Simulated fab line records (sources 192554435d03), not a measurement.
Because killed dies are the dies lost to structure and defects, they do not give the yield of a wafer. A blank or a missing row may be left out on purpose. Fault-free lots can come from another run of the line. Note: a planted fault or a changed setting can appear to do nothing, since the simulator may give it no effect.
Which tool is to blame? :: flow n5_finfet :: 24 lots, 72 wafers sampled, at 6 steps of a route of 1938

## WHAT THE GAUGES READ, wafer by wafer
N5_BEOL_M14_THK_MEAS_01.
lot: L074
measured: day 12 05:20
on: film_metro-02
M14_ILD_THK (nm): 1115 1124 1126

lot: L076
measured: day 12 05:39
on: film_metro-01
M14_ILD_THK (nm): 1108 1136 1130

lot: L075
measured: day 12 05:58
on: film_metro-01
M14_ILD_THK (nm): 1104 1121 1112

lot: L078
measured: day 13 02:14
on: film_metro-01
M14_ILD_THK (nm): 1090 1100 1112

lot: L077
measured: day 13 07:51
on: film_metro-01
M14_ILD_THK (nm): 1112 1130 1115

lot: L079
measured: day 13 23:41
on: film_metro-02
M14_ILD_THK (nm): 1103 1095 1108

lot: L080
measured: day 14 06:56
on: film_metro-01
M14_ILD_THK (nm): 1102 1105 1110

lot: L081
measured: day 14 07:52
on: film_metro-01
M14_ILD_THK (nm): 1097 1085 1094

lot: L082
measured: day 14 17:38
on: film_metro-02
M14_ILD_THK (nm): 1107 1129 1116

lot: L083
measured: day 15 16:44
on: film_metro-02
M14_ILD_THK (nm): 1097 1113 1108

lot: L084
measured: day 16 09:56
on: film_metro-01
M14_ILD_THK (nm): 1108 1133 1128

lot: L085
measured: day 16 10:32
on: film_metro-01
M14_ILD_THK (nm): 1128 1151 1125

lot: L088
measured: day 16 11:05
on: film_metro-02
M14_ILD_THK (nm): 1104 1117 1129

lot: L086
measured: day 16 19:34
on: film_metro-02
M14_ILD_THK (nm): 1114 1129 1133

lot: L087
measured: day 17 01:20
on: film_metro-02
M14_ILD_THK (nm): 1112 1116 1126

lot: L089
measured: day 17 03:22
on: film_metro-02
M14_ILD_THK (nm): 1110 1095 1118

lot: L092
measured: day 17 05:42
on: film_metro-01
M14_ILD_THK (nm): 1105 1114 1127

lot: L090
measured: day 17 07:59
on: film_metro-01
M14_ILD_THK (nm): 1120 1140 1134

lot: L091
measured: day 17 14:51
on: film_metro-01
M14_ILD_THK (nm): 1100 1141 1087

lot: L094
measured: day 17 17:43
on: film_metro-02
M14_ILD_THK (nm): 1104 1097 1112

lot: L093
measured: day 17 17:58
on: film_metro-02
M14_ILD_THK (nm): 1114 1108 1122

lot: L096
measured: day 18 11:06
on: film_metro-01
M14_ILD_THK (nm): 1103 1081 1118

lot: L095
measured: day 18 12:49
on: film_metro-01
M14_ILD_THK (nm): 1136 1115 1142

lot: L097
measured: day 19 11:24
on: film_metro-01
M14_ILD_THK (nm): 1127 1126 1149

N5_BEOL_M14_INSPECT_12: inspects for defects (macro).
lot: L074
measured: day 12 05:42
on: defect_inspect-02
raw_defect_count: 2 1 1

lot: L076
measured: day 12 06:08
on: defect_inspect-02
raw_defect_count: 4 5 3

lot: L075
measured: day 12 06:27
on: defect_inspect-02
raw_defect_count: 3 1 5

lot: L078
measured: day 13 02:38
on: defect_inspect-01
raw_defect_count: 6 0 4

lot: L077
measured: day 13 08:20
on: defect_inspect-01
raw_defect_count: 2 2 2

lot: L079
measured: day 14 00:02
on: defect_inspect-01
raw_defect_count: 4 3 3

lot: L080
measured: day 14 07:26
on: defect_inspect-01
raw_defect_count: 1 0 1

lot: L081
measured: day 14 08:15
on: defect_inspect-01
raw_defect_count: 3 1 6

lot: L082
measured: day 14 18:08
on: defect_inspect-01
raw_defect_count: 2 3 2

lot: L083
measured: day 15 17:05
on: defect_inspect-01
raw_defect_count: 1 5 3

lot: L084
measured: day 16 10:17
on: defect_inspect-02
raw_defect_count: 3 0 0

lot: L085
measured: day 16 10:54
on: defect_inspect-02
raw_defect_count: 1 2 3

lot: L088
measured: day 16 11:34
on: defect_inspect-01
raw_defect_count: 2 1 2

lot: L086
measured: day 16 19:56
on: defect_inspect-02
raw_defect_count: 2 1 0

lot: L087
measured: day 17 01:42
on: defect_inspect-01
raw_defect_count: 1 4 2

lot: L089
measured: day 17 03:52
on: defect_inspect-02
raw_defect_count: 4 2 0

lot: L092
measured: day 17 06:04
on: defect_inspect-02
raw_defect_count: 1 0 7

lot: L090
measured: day 17 08:20
on: defect_inspect-01
raw_defect_count: 0 1 0

lot: L091
measured: day 17 15:13
on: defect_inspect-02
raw_defect_count: 6 1 0

lot: L094
measured: day 17 18:04
on: defect_inspect-01
raw_defect_count: 2 2 3

lot: L093
measured: day 17 18:28
on: defect_inspect-01
raw_defect_count: 2 1 3

lot: L096
measured: day 18 11:28
on: defect_inspect-01
raw_defect_count: 1 3 3

lot: L095
measured: day 18 13:11
on: defect_inspect-01
raw_defect_count: 3 2 4

lot: L097
measured: day 19 11:46
on: defect_inspect-02
raw_defect_count: 1 0 3

N5_BEOL_M15_INSPECT_12: inspects for defects (macro).
lot: L074
measured: day 12 11:10
on: defect_inspect-01
raw_defect_count: 6 2 0

lot: L076
measured: day 12 11:20
on: defect_inspect-01
raw_defect_count: 2 3 3

lot: L075
measured: day 12 11:46
on: defect_inspect-02
raw_defect_count: 2 1 2

lot: L078
measured: day 13 08:50
on: defect_inspect-01
raw_defect_count: 3 0 4

lot: L077
measured: day 13 14:29
on: defect_inspect-01
raw_defect_count: 4 2 1

lot: L079
measured: day 14 06:13
on: defect_inspect-01
raw_defect_count: 1 1 2

lot: L080
measured: day 14 12:34
on: defect_inspect-01
raw_defect_count: 0 3 2

lot: L081
measured: day 14 12:47
on: defect_inspect-01
raw_defect_count: 4 6 1

lot: L082
measured: day 15 02:19
on: defect_inspect-01
raw_defect_count: 3 2 2

lot: L083
measured: day 16 00:00
on: defect_inspect-01
raw_defect_count: 0 1 3

lot: L084
measured: day 16 17:10
on: defect_inspect-01
raw_defect_count: 2 2 1

lot: L085
measured: day 16 17:20
on: defect_inspect-02
raw_defect_count: 2 2 1

lot: L088
measured: day 16 17:53
on: defect_inspect-02
raw_defect_count: 2 4 2

lot: L086
measured: day 17 01:11
on: defect_inspect-02
raw_defect_count: 1 1 1

lot: L087
measured: day 17 06:53
on: defect_inspect-02
raw_defect_count: 1 2 3

lot: L089
measured: day 17 08:18
on: defect_inspect-02
raw_defect_count: 1 0 3

lot: L092
measured: day 17 12:46
on: defect_inspect-01
raw_defect_count: 2 0 1

lot: L090
measured: day 17 13:05
on: defect_inspect-01
raw_defect_count: 3 2 4

lot: L091
measured: day 17 23:05
on: defect_inspect-02
raw_defect_count: 1 1 2

lot: L094
measured: day 17 22:49
on: defect_inspect-02
raw_defect_count: 7 1 2

lot: L093
measured: day 18 03:14
on: defect_inspect-01
raw_defect_count: 3 0 2

lot: L096
measured: day 18 21:40
on: defect_inspect-01
raw_defect_count: 1 1 3

lot: L095
measured: day 18 21:57
on: defect_inspect-01
raw_defect_count: 0 0 1

lot: L097
measured: day 19 19:21
on: defect_inspect-02
raw_defect_count: 1 2 0

## WHICH TOOL RAN EACH LOT (tool, then ch and the chambers of the sampled wafers, then the start)
lot: L074
N5_BEOL_M14_ETCH_68: rie_diel-06 ch 0,1,3, day 12 06:54
N5_BEOL_M14_SPUTTER_43: pvd_sputter-02, day 12 09:18
N5_BEOL_M15_ILD_DEP_00: pecvd-03 ch 0,1, day 12 10:34

lot: L076
N5_BEOL_M14_ETCH_68: rie_diel-04 ch 2,3, day 12 07:12
N5_BEOL_M14_SPUTTER_43: pvd_sputter-03, day 12 09:19
N5_BEOL_M15_ILD_DEP_00: pecvd-04 ch 0,1,2, day 12 10:35

lot: L075
N5_BEOL_M14_ETCH_68: rie_diel-01 ch 0,1,2, day 12 07:38
N5_BEOL_M14_SPUTTER_43: pvd_sputter-03, day 12 09:47
N5_BEOL_M15_ILD_DEP_00: pecvd-02 ch 0,1,2, day 12 11:02

lot: L078
N5_BEOL_M14_ETCH_68: rie_diel-01 ch 0,1,3, day 13 03:51
N5_BEOL_M14_SPUTTER_43: pvd_sputter-03, day 13 06:50
N5_BEOL_M15_ILD_DEP_00: pecvd-02 ch 0,2, day 13 08:13

lot: L077
N5_BEOL_M14_ETCH_68: rie_diel-01 ch 0,3, day 13 09:25
N5_BEOL_M14_SPUTTER_43: pvd_sputter-03, day 13 12:29
N5_BEOL_M15_ILD_DEP_00: pecvd-02 ch 0,1,2, day 13 13:45

lot: L079
N5_BEOL_M14_ETCH_68: rie_diel-01 ch 0,2,3, day 14 01:14
N5_BEOL_M14_SPUTTER_43: pvd_sputter-03, day 14 04:15
N5_BEOL_M15_ILD_DEP_00: pecvd-03 ch 0,1,2, day 14 05:30

lot: L080
N5_BEOL_M14_ETCH_68: rie_diel-04 ch 0,1,2, day 14 08:41
N5_BEOL_M14_SPUTTER_43: pvd_sputter-02, day 14 10:34
N5_BEOL_M15_ILD_DEP_00: pecvd-03 ch 0,2, day 14 11:50

lot: L081
N5_BEOL_M14_ETCH_68: rie_diel-04 ch 0,1,2, day 14 09:29
N5_BEOL_M14_SPUTTER_43: pvd_sputter-02, day 14 10:55
N5_BEOL_M15_ILD_DEP_00: pecvd-02 ch 0,2, day 14 12:10

lot: L082
N5_BEOL_M14_ETCH_68: rie_diel-01 ch 0,2, day 14 19:12
N5_BEOL_M14_SPUTTER_43: pvd_sputter-03, day 15 00:19
N5_BEOL_M15_ILD_DEP_00: pecvd-04 ch 0,1,2, day 15 01:34

lot: L083
N5_BEOL_M14_ETCH_68: rie_diel-01 ch 0,2,3, day 15 18:20
N5_BEOL_M14_SPUTTER_43: pvd_sputter-03, day 15 21:59
N5_BEOL_M15_ILD_DEP_00: pecvd-02 ch 0,1, day 15 23:16

lot: L084
N5_BEOL_M14_ETCH_68: rie_diel-01 ch 0,1, day 16 11:23
N5_BEOL_M14_SPUTTER_43: pvd_sputter-02, day 16 15:11
N5_BEOL_M15_ILD_DEP_00: pecvd-03 ch 0,2, day 16 16:26

lot: L085
N5_BEOL_M14_ETCH_68: rie_diel-01 ch 1,2,3, day 16 12:06
N5_BEOL_M14_SPUTTER_43: pvd_sputter-03, day 16 15:14
N5_BEOL_M15_ILD_DEP_00: pecvd-02 ch 0,1,2, day 16 16:29

lot: L088
N5_BEOL_M14_ETCH_68: rie_diel-04 ch 0,2,3, day 16 12:38
N5_BEOL_M14_SPUTTER_43: pvd_sputter-03, day 16 15:36
N5_BEOL_M15_ILD_DEP_00: pecvd-03 ch 1,2, day 16 17:16

lot: L086
N5_BEOL_M14_ETCH_68: rie_diel-04 ch 0,2, day 16 21:07
N5_BEOL_M14_SPUTTER_43: pvd_sputter-02, day 16 23:04
N5_BEOL_M15_ILD_DEP_00: pecvd-02 ch 0,2, day 17 00:21

lot: L087
N5_BEOL_M14_ETCH_68: rie_diel-06 ch 0,2, day 17 02:55
N5_BEOL_M14_SPUTTER_43: pvd_sputter-01, day 17 04:55
N5_BEOL_M15_ILD_DEP_00: pecvd-03 ch 0,1,2, day 17 06:09

lot: L089
N5_BEOL_M14_ETCH_68: rie_diel-04 ch 1,2,3, day 17 05:11
N5_BEOL_M14_SPUTTER_43: pvd_sputter-03, day 17 06:17
N5_BEOL_M15_ILD_DEP_00: pecvd-04 ch 0,1, day 17 07:34

lot: L092
N5_BEOL_M14_ETCH_68: rie_diel-04 ch 1,2, day 17 07:22
N5_BEOL_M14_SPUTTER_43: pvd_sputter-03, day 17 10:44
N5_BEOL_M15_ILD_DEP_00: pecvd-04 ch 0,2, day 17 12:02

lot: L090
N5_BEOL_M14_ETCH_68: rie_diel-06 ch 1,2,3, day 17 09:31
N5_BEOL_M14_SPUTTER_43: pvd_sputter-01, day 17 11:05
N5_BEOL_M15_ILD_DEP_00: pecvd-03 ch 0,1,2, day 17 12:35

lot: L091
N5_BEOL_M14_ETCH_68: rie_diel-06 ch 0,1,3, day 17 16:26
N5_BEOL_M14_SPUTTER_43: pvd_sputter-01, day 17 21:05
N5_BEOL_M15_ILD_DEP_00: pecvd-04 ch 0,1,2, day 17 22:22

lot: L094
N5_BEOL_M14_ETCH_68: rie_diel-06 ch 1,2,3, day 17 19:16
N5_BEOL_M14_SPUTTER_43: pvd_sputter-02, day 17 20:43
N5_BEOL_M15_ILD_DEP_00: pecvd-03 ch 0,2, day 17 22:13

lot: L093
N5_BEOL_M14_ETCH_68: rie_diel-04 ch 0,2, day 17 19:41
N5_BEOL_M14_SPUTTER_43: pvd_sputter-01, day 18 01:22
N5_BEOL_M15_ILD_DEP_00: pecvd-04 ch 0,1,2, day 18 02:37

lot: L096
N5_BEOL_M14_ETCH_68: rie_diel-01 ch 0,1,3, day 18 13:05
N5_BEOL_M14_SPUTTER_43: pvd_sputter-01, day 18 19:41
N5_BEOL_M15_ILD_DEP_00: pecvd-03 ch 0,2, day 18 20:56

lot: L095
N5_BEOL_M14_ETCH_68: rie_diel-06 ch 1,2, day 18 14:31
N5_BEOL_M14_SPUTTER_43: pvd_sputter-02, day 18 19:44
N5_BEOL_M15_ILD_DEP_00: pecvd-02 ch 1,2, day 18 21:13

lot: L097
N5_BEOL_M14_ETCH_68: rie_diel-06 ch 0,1,2, day 19 13:11
N5_BEOL_M14_SPUTTER_43: pvd_sputter-02, day 19 17:08
N5_BEOL_M15_ILD_DEP_00: pecvd-02 ch 0,1,2, day 19 18:44
- N5_BEOL_M14_ETCH_68: etches SOC in N2/H2, time 450 s.
- N5_BEOL_M14_SPUTTER_43: material TaN, target thk 15 nm, time 24.19 s.
- N5_BEOL_M15_ILD_DEP_00: deposits SiO2 from TEOS/O2, target thk 1629.3 nm, time 346.1 s.

## WHAT THE TOOLS THEMSELVES READ (means of the sampled wafers that have a number; where no wafer has one, the mark that the record gives instead)
N5_BEOL_M14_ETCH_68.
lot: L074
tool: rie_diel-06
drypump_motor_current_A (A): 5.2
oes_product_au (a.u.): 0.78
rf_vpp_V (V): 522.9
showerhead_plenum_p_Torr (Torr): 2.51
throttle_valve_pct (%): 17.48

lot: L076
tool: rie_diel-04
drypump_motor_current_A (A): 5.8
oes_product_au (a.u.): 0.75
rf_vpp_V (V): 524.5
showerhead_plenum_p_Torr (Torr): 2.52
throttle_valve_pct (%): 17.67

lot: L075
tool: rie_diel-01
drypump_motor_current_A (A): 5.7
oes_product_au (a.u.): 0.78
rf_vpp_V (V): 526.4
showerhead_plenum_p_Torr (Torr): 2.66
throttle_valve_pct (%): 17.57

lot: L078
tool: rie_diel-01
drypump_motor_current_A (A): 5.5
oes_product_au (a.u.): 0.79
rf_vpp_V (V): 526.5
showerhead_plenum_p_Torr (Torr): 2.62
throttle_valve_pct (%): 17.55

lot: L077
tool: rie_diel-01
drypump_motor_current_A (A): 5.7
oes_product_au (a.u.): 0.84
rf_vpp_V (V): 527.3
showerhead_plenum_p_Torr (Torr): 2.64
throttle_valve_pct (%): 17.35

lot: L079
tool: rie_diel-01
drypump_motor_current_A (A): 5.7
oes_product_au (a.u.): 0.81
rf_vpp_V (V): 527.1
showerhead_plenum_p_Torr (Torr): 2.64
throttle_valve_pct (%): 17.44

lot: L080
tool: rie_diel-04
drypump_motor_current_A (A): 6.1
oes_product_au (a.u.): 0.76
rf_vpp_V (V): 524.9
showerhead_plenum_p_Torr (Torr): 2.56
throttle_valve_pct (%): 17.83

lot: L081
tool: rie_diel-04
drypump_motor_current_A (A): 6.1
oes_product_au (a.u.): 0.75
rf_vpp_V (V): 523.8
showerhead_plenum_p_Torr (Torr): 2.56
throttle_valve_pct (%): 17.82

lot: L082
tool: rie_diel-01
drypump_motor_current_A (A): 5.9
oes_product_au (a.u.): 0.79
rf_vpp_V (V): 527.0
showerhead_plenum_p_Torr (Torr): 2.67
throttle_valve_pct (%): 17.49

lot: L083
tool: rie_diel-01
drypump_motor_current_A (A): 5.7
oes_product_au (a.u.): 0.79
rf_vpp_V (V): 527.0
showerhead_plenum_p_Torr (Torr): 2.63
throttle_valve_pct (%): 17.47

lot: L084
tool: rie_diel-01
drypump_motor_current_A (A): 5.7
oes_product_au (a.u.): 0.86
rf_vpp_V (V): 526.8
showerhead_plenum_p_Torr (Torr): 2.64
throttle_valve_pct (%): 17.40

lot: L085
tool: rie_diel-01
drypump_motor_current_A (A): 5.5
oes_product_au (a.u.): 0.85
rf_vpp_V (V): 525.0
showerhead_plenum_p_Torr (Torr): 2.60
throttle_valve_pct (%): 17.54

lot: L088
tool: rie_diel-04
drypump_motor_current_A (A): 5.9
oes_product_au (a.u.): 0.87
rf_vpp_V (V): 523.5
showerhead_plenum_p_Torr (Torr): 2.53
throttle_valve_pct (%): 17.40

lot: L086
tool: rie_diel-04
drypump_motor_current_A (A): 6.0
oes_product_au (a.u.): 0.90
rf_vpp_V (V): 524.3
showerhead_plenum_p_Torr (Torr): 2.51
throttle_valve_pct (%): 17.48

lot: L087
tool: rie_diel-06
drypump_motor_current_A (A): 5.3
oes_product_au (a.u.): 0.84
rf_vpp_V (V): 524.7
showerhead_plenum_p_Torr (Torr): 2.56
throttle_valve_pct (%): 17.18

lot: L089
tool: rie_diel-04
drypump_motor_current_A (A): 5.9
oes_product_au (a.u.): 0.89
rf_vpp_V (V): 524.0
showerhead_plenum_p_Torr (Torr): 2.54
throttle_valve_pct (%): 17.53

lot: L092
tool: rie_diel-04
drypump_motor_current_A (A): 6.0
oes_product_au (a.u.): 0.93
rf_vpp_V (V): 522.6
showerhead_plenum_p_Torr (Torr): 2.52
throttle_valve_pct (%): 17.59

lot: L090
tool: rie_diel-06
drypump_motor_current_A (A): 5.4
oes_product_au (a.u.): 0.82
rf_vpp_V (V): 525.7
showerhead_plenum_p_Torr (Torr): 2.60
throttle_valve_pct (%): 17.57

lot: L091
tool: rie_diel-06
drypump_motor_current_A (A): 5.2
oes_product_au (a.u.): 0.82
rf_vpp_V (V): 525.7
showerhead_plenum_p_Torr (Torr): 2.59
throttle_valve_pct (%): 17.43

lot: L094
tool: rie_diel-06
drypump_motor_current_A (A): 5.4
oes_product_au (a.u.): 0.81
rf_vpp_V (V): 524.8
showerhead_plenum_p_Torr (Torr): 2.60
throttle_valve_pct (%): 17.58

lot: L093
tool: rie_diel-04
drypump_motor_current_A (A): 6.1
oes_product_au (a.u.): 0.85
rf_vpp_V (V): 523.9
showerhead_plenum_p_Torr (Torr): 2.53
throttle_valve_pct (%): 17.46

lot: L096
tool: rie_diel-01
drypump_motor_current_A (A): 5.5
oes_product_au (a.u.): 0.84
rf_vpp_V (V): 524.8
showerhead_plenum_p_Torr (Torr): 2.60
throttle_valve_pct (%): 17.49

lot: L095
tool: rie_diel-06
drypump_motor_current_A (A): 5.6
oes_product_au (a.u.): 0.79
rf_vpp_V (V): 524.1
showerhead_plenum_p_Torr (Torr): 2.56
throttle_valve_pct (%): 17.62

lot: L097
tool: rie_diel-06
drypump_motor_current_A (A): 5.5
oes_product_au (a.u.): 0.78
rf_vpp_V (V): 524.3
showerhead_plenum_p_Torr (Torr): 2.55
throttle_valve_pct (%): 17.48

N5_BEOL_M14_SPUTTER_43.
lot: L074
tool: pvd_sputter-02
cathode_dc_power_W (W): 15001
throttle_valve_pct (%): 29.9

lot: L076
tool: pvd_sputter-03
cathode_dc_power_W (W): 15000
throttle_valve_pct (%): 29.2

lot: L075
tool: pvd_sputter-03
cathode_dc_power_W (W): 15002
throttle_valve_pct (%): 29.8

lot: L078
tool: pvd_sputter-03
cathode_dc_power_W (W): 15001
throttle_valve_pct (%): 29.6

lot: L077
tool: pvd_sputter-03
cathode_dc_power_W (W): 15002
throttle_valve_pct (%): 29.6

lot: L079
tool: pvd_sputter-03
cathode_dc_power_W (W): 14997
throttle_valve_pct (%): 29.4

lot: L080
tool: pvd_sputter-02
cathode_dc_power_W (W): 15000
throttle_valve_pct (%): 29.8

lot: L081
tool: pvd_sputter-02
cathode_dc_power_W (W): 14999
throttle_valve_pct (%): 30.0

lot: L082
tool: pvd_sputter-03
cathode_dc_power_W (W): 15001
throttle_valve_pct (%): 29.1

lot: L083
tool: pvd_sputter-03
cathode_dc_power_W (W): 14997
throttle_valve_pct (%): 29.4

lot: L084
tool: pvd_sputter-02
cathode_dc_power_W (W): 15000
throttle_valve_pct (%): 29.8

lot: L085
tool: pvd_sputter-03
cathode_dc_power_W (W): 15003
throttle_valve_pct (%): 29.6

lot: L088
tool: pvd_sputter-03
cathode_dc_power_W (W): 15000
throttle_valve_pct (%): 29.5

lot: L086
tool: pvd_sputter-02
cathode_dc_power_W (W): 15002
throttle_valve_pct (%): 29.6

lot: L087
tool: pvd_sputter-01
cathode_dc_power_W (W): 15001
throttle_valve_pct (%): 29.4

lot: L089
tool: pvd_sputter-03
cathode_dc_power_W (W): 14999
throttle_valve_pct (%): 29.7

lot: L092
tool: pvd_sputter-03
cathode_dc_power_W (W): 14998
throttle_valve_pct (%): 29.5

lot: L090
tool: pvd_sputter-01
cathode_dc_power_W (W): 14999
throttle_valve_pct (%): 29.8

lot: L091
tool: pvd_sputter-01
cathode_dc_power_W (W): 15001
throttle_valve_pct (%): 29.9

lot: L094
tool: pvd_sputter-02
cathode_dc_power_W (W): 14999
throttle_valve_pct (%): 29.6

lot: L093
tool: pvd_sputter-01
cathode_dc_power_W (W): 15001
throttle_valve_pct (%): 30.0

lot: L096
tool: pvd_sputter-01
cathode_dc_power_W (W): 15001
throttle_valve_pct (%): 29.8

lot: L095
tool: pvd_sputter-02
cathode_dc_power_W (W): 15001
throttle_valve_pct (%): 29.6

lot: L097
tool: pvd_sputter-02
cathode_dc_power_W (W): 15000
throttle_valve_pct (%): 29.6

N5_BEOL_M15_ILD_DEP_00.
lot: L074
tool: pecvd-03
heater_power_w (W): 540
showerhead_plenum_p_Torr (Torr): 8.31
throttle_valve_pct (%): 18.1

lot: L076
tool: pecvd-04
heater_power_w (W): 598
showerhead_plenum_p_Torr (Torr): 8.31
throttle_valve_pct (%): 19.2

lot: L075
tool: pecvd-02
heater_power_w (W): 539
showerhead_plenum_p_Torr (Torr): 8.34
throttle_valve_pct (%): 18.8

lot: L078
tool: pecvd-02
heater_power_w (W): 584
showerhead_plenum_p_Torr (Torr): 8.38
throttle_valve_pct (%): 18.9

lot: L077
tool: pecvd-02
heater_power_w (W): 544
showerhead_plenum_p_Torr (Torr): 8.35
throttle_valve_pct (%): 18.7

lot: L079
tool: pecvd-03
heater_power_w (W): 667
showerhead_plenum_p_Torr (Torr): 8.31
throttle_valve_pct (%): 18.0

lot: L080
tool: pecvd-03
heater_power_w (W): 686
showerhead_plenum_p_Torr (Torr): 8.32
throttle_valve_pct (%): 17.9

lot: L081
tool: pecvd-02
heater_power_w (W): 615
showerhead_plenum_p_Torr (Torr): 8.38
throttle_valve_pct (%): 19.2

lot: L082
tool: pecvd-04
heater_power_w (W): 581
showerhead_plenum_p_Torr (Torr): 8.31
throttle_valve_pct (%): 19.2

lot: L083
tool: pecvd-02
heater_power_w (W): 570
showerhead_plenum_p_Torr (Torr): 8.37
throttle_valve_pct (%): 19.5

lot: L084
tool: pecvd-03
heater_power_w (W): 633
showerhead_plenum_p_Torr (Torr): 8.31
throttle_valve_pct (%): 18.1

lot: L085
tool: pecvd-02
heater_power_w (W): 541
showerhead_plenum_p_Torr (Torr): 8.35
throttle_valve_pct (%): 18.7

lot: L088
tool: pecvd-03
heater_power_w (W): 630
showerhead_plenum_p_Torr (Torr): 8.33
throttle_valve_pct (%): 17.9

lot: L086
tool: pecvd-02
heater_power_w (W): 632
showerhead_plenum_p_Torr (Torr): 8.37
throttle_valve_pct (%): 19.1

lot: L087
tool: pecvd-03
heater_power_w (W): 551
showerhead_plenum_p_Torr (Torr): 8.32
throttle_valve_pct (%): 18.1

lot: L089
tool: pecvd-04
heater_power_w (W): 503
showerhead_plenum_p_Torr (Torr): 8.33
throttle_valve_pct (%): 20.2

lot: L092
tool: pecvd-04
heater_power_w (W): 599
showerhead_plenum_p_Torr (Torr): 8.32
throttle_valve_pct (%): 18.8

lot: L090
tool: pecvd-03
heater_power_w (W): 632
showerhead_plenum_p_Torr (Torr): 8.33
throttle_valve_pct (%): 17.9

lot: L091
tool: pecvd-04
heater_power_w (W): 612
showerhead_plenum_p_Torr (Torr): 8.31
throttle_valve_pct (%): 19.4

lot: L094
tool: pecvd-03
heater_power_w (W): 654
showerhead_plenum_p_Torr (Torr): 8.34
throttle_valve_pct (%): 17.9

lot: L093
tool: pecvd-04
heater_power_w (W): 632
showerhead_plenum_p_Torr (Torr): 8.31
throttle_valve_pct (%): 19.4

lot: L096
tool: pecvd-03
heater_power_w (W): 719
showerhead_plenum_p_Torr (Torr): 8.33
throttle_valve_pct (%): 18.0

lot: L095
tool: pecvd-02
heater_power_w (W): 546
showerhead_plenum_p_Torr (Torr): 8.33
throttle_valve_pct (%): 17.4

lot: L097
tool: pecvd-02
heater_power_w (W): 642
showerhead_plenum_p_Torr (Torr): 8.34
throttle_valve_pct (%): 18.2

## THE ANSWER, worked out from the rows above alone
Rule: the usual values come from the lots themselves. Put in order of their means at a reading, lots are off if they are a third of the lots or fewer, leave a main group of 4 or more, and stand apart from it by a gap of 3 or more times the standard deviation of the main group's means; of several such gaps the widest counts. Not used: any main group whose means are identical at the precision the tables above print for the reading. A lot without any number at a reading at which 4 lots or more have one is off too. Any other lot the step has rows for is counted as sound. The gauges are gone through in route order, then the tools' own readings, and for those a lot's mean is taken as printed above. At the first step where some lot is off, the reading lying furthest off is the one used; lots without a number count as furthest.
Nothing can be told from this: no lot is off at any reading shown.

## WHAT HAD BEEN PUT IN BY THE SIMULATOR
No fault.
